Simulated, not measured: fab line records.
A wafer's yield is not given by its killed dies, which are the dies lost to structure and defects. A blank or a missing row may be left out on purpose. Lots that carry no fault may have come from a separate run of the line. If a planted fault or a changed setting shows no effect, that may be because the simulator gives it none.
Split-lot trial	flow n5_finfet	39 wafers read from 7 lots, route of 1938 steps

THE SPLIT
At N5_BEOL_M14_ILD_DEP_00 (deposits SiO2 from TEOS/O2, target thk 1119.3 nm, time 237.4 s), the setting target_thk_a was moved away from the recipe's 11193 angstrom on 15 of the 39 wafers read, by -57.4% to +38.9%. All remaining wafers had this setting at the recipe value.

No step appears in the file between the split and the reading.

THE READING
Values of M14_ILD_THK in nm from N5_BEOL_M14_THK_MEAS_01. A value of 1120 nm with a standard deviation of 16 nm is what fault-free wafers of this fab line usually give.

wafer	tool, chamber at the split	target_thk_a as run, angstrom	against the recipe	M14_ILD_THK, nm	against lot-mates on the recipe
L076.1	pecvd-04, 2	11193	recipe	1113	-
L076.2	pecvd-04, 1	11193	recipe	1105	-
L076.3	pecvd-04, 0	11193	recipe	1094	-
L076.4	pecvd-04, 2	4770	-57.4%	469	-635
L076.5	pecvd-04, 1	4770	-57.4%	482	-622
L076.6	pecvd-04, 0	4770	-57.4%	475	-629
L077.1	pecvd-03, 0	9441	-15.7%	944	-169
L077.2	pecvd-03, 1	9441	-15.7%	947	-166
L077.3	pecvd-03, 2	11193	recipe	1097	-
L077.4	pecvd-03, 2	9441	-15.7%	940	-173
L077.5	pecvd-03, 1	11193	recipe	1131	-
L077.6	pecvd-03, 0	11193	recipe	1111	-
L083.1	pecvd-01, 0	11193	recipe	1100	-
L083.3	pecvd-01, 1	11193	recipe	1139	-
L083.5	pecvd-01, 0	11193	recipe	1111	-
L088.1	pecvd-01, 1	14620	+30.6%	1482	+350
L088.2	pecvd-01, 2	11193	recipe	1130	-
L088.3	pecvd-01, 0	11193	recipe	1118	-
L088.4	pecvd-01, 1	11193	recipe	1148	-
L088.5	pecvd-01, 0	14620	+30.6%	1480	+348
L088.6	pecvd-01, 2	14620	+30.6%	1487	+355
L085.1	pecvd-01, 2	11193	recipe	1130	-
L085.2	pecvd-01, 0	11193	recipe	1094	-
L085.3	pecvd-01, 1	5852	-47.7%	586	-528
L085.4	pecvd-01, 1	5852	-47.7%	597	-517
L085.5	pecvd-01, 2	5852	-47.7%	605	-509
L085.6	pecvd-01, 0	11193	recipe	1117	-
L086.1	pecvd-04, 2	15550	+38.9%	1542	+430
L086.2	pecvd-04, 0	15550	+38.9%	1515	+403
L086.3	pecvd-04, 1	11193	recipe	1102	-
L086.4	pecvd-04, 1	15550	+38.9%	1556	+444
L086.5	pecvd-04, 2	11193	recipe	1133	-
L086.6	pecvd-04, 0	11193	recipe	1100	-
L097.1	pecvd-03, 2,0	11193	recipe	1111	-
L097.2	pecvd-03, 2,0	11193	recipe	1110	-
L097.3	pecvd-03, 1	11193	recipe	1122	-
L097.4	pecvd-03, 1	11193	recipe	1137	-
L097.5	pecvd-03, 2	11193	recipe	1119	-
L097.6	pecvd-03, 0	11193	recipe	1127	-
Where a row lists several chambers, the file gives one row for several wafers and doesn't say which wafer went through which chamber.

FIT RESULTS
A straight line over all 39 wafers: M14_ILD_THK changes by +11.1 nm for each +1% of target_thk_a; r = +1.00; the points scatter about the line by 16 nm.
The same after taking each lot's own level away (the mean of its wafers on the recipe; 39 wafers): +11 nm for each +1%; r = +1.00; scatter 12 nm.
That fit puts the effect of the largest move of target_thk_a on the reading at 6.3e+02 nm.
Across the lots, their own levels run from 1104.0 to 1132.0 nm, a range of 1.8 times the standard deviation given above.
So the lot-to-lot level changes the slope little: the two slopes agree.
Check: -628 nm against its lot-mates is what the line predicts for one of the wafers moved furthest among these (-57.4%) when that wafer is left out of the fit. It came out at -635 nm against them.

THE WHOLE CHAIN: every reading that the file lists as answering this split, in the file's order
step	what it does	reading	change (the file's fit)	r (the file's)
N5_BEOL_M14_ILD_DEP_00	deposits SiO2 from TEOS/O2, target thk 1119.3 nm, time 237.4 s	SiO2_of_BEOL_M14_ILD_DEP_00.thk_nm (the simulator's own value, which no gauge read)	+11 nm for each +1% of the setting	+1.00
N5_BEOL_M14_THK_MEAS_01		M14_ILD_THK	+11 for each +1% of the setting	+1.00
N5_BEOL_M14_VIA_ETCH_16	etches SiO2 in C4F8/O2/Ar, target depth 1231.3 nm	etch.depth_nm (the simulator's own value, which no gauge read)	+11 nm for each +1% of the setting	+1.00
N5_BEOL_M14_VIA_ETCH_16	etches SiO2 in C4F8/O2/Ar, target depth 1231.3 nm	coat_of_BEOL_M14_COAT_04.thk_nm (the simulator's own value, which no gauge read)	-2.59 nm for each +1% of the setting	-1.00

FILE'S OWN FIT
M14_ILD_THK changes by +11 nm for each +1% of target_thk_a, r = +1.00.
